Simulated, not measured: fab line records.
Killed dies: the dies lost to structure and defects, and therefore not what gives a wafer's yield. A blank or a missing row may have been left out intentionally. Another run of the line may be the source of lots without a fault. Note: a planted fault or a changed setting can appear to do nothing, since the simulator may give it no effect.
Chamber matching | flow nandHarc | 3 sister chambers for NHARC_A_CONTACT_DEP_29 on pecvd-02
The step deposits SiON, target thk 70 nm. 6 wafers are shown with their chamber, then 6 later ones without.

WAFERS WITH THEIR CHAMBER
wafer  | chamber | heaterPowerW (W) | chamberPressureTorr (Torr)
L124.1 | 2       | 658              | 3.498
L124.4 | 1       | 715              | 3.509
L125.1 | 2       | 652              | 3.500
L125.4 | 0       | 680              | 3.492
L130.2 | 1       | 818              | 3.494
L130.3 | 0       | 679              | 3.495

WAFERS WITH NO CHAMBER GIVEN
wafer  | heaterPowerW (W) | chamberPressureTorr (Torr)
L137.1 | 689              | 3.506
L137.2 | 688              | 3.501
L137.3 | 767              | 3.498
L141.1 | 717              | 3.502
L141.4 | 578              | 3.500
L141.5 | 582              | 3.496

EACH ONE'S CHAMBER
wafer  | from the rows above          | in truth
L137.1 | can't be placed: 2 or 1 or 0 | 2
L137.2 | can't be placed: 2 or 0 or 1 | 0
L137.3 | can't be placed: 1 or 0      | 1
L141.1 | can't be placed: 1 or 2 or 0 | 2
L141.4 | can't be placed: 2 or 0      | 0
L141.5 | can't be placed: 2 or 0      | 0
Placed correctly: 0 of 6. Can't be placed from these rows: 6 (the true chamber is among the candidates in 6). Placed wrongly: 0.
How it was worked out, from the rows above alone: a wafer's distance from a chamber is the root of the sum, over the readings, of the square of ((its reading less the chamber's mean) divided by the reading's scatter). The wafer belongs to the nearest chamber; if the next one is less than 2 further off, it can't be placed. The mean given for a chamber averages the wafers shown for that chamber. How the scatter is found: for the shown wafers, subtract from each reading the mean of its chamber, square and add these, divide the total by (wafers less chambers), then take the root.
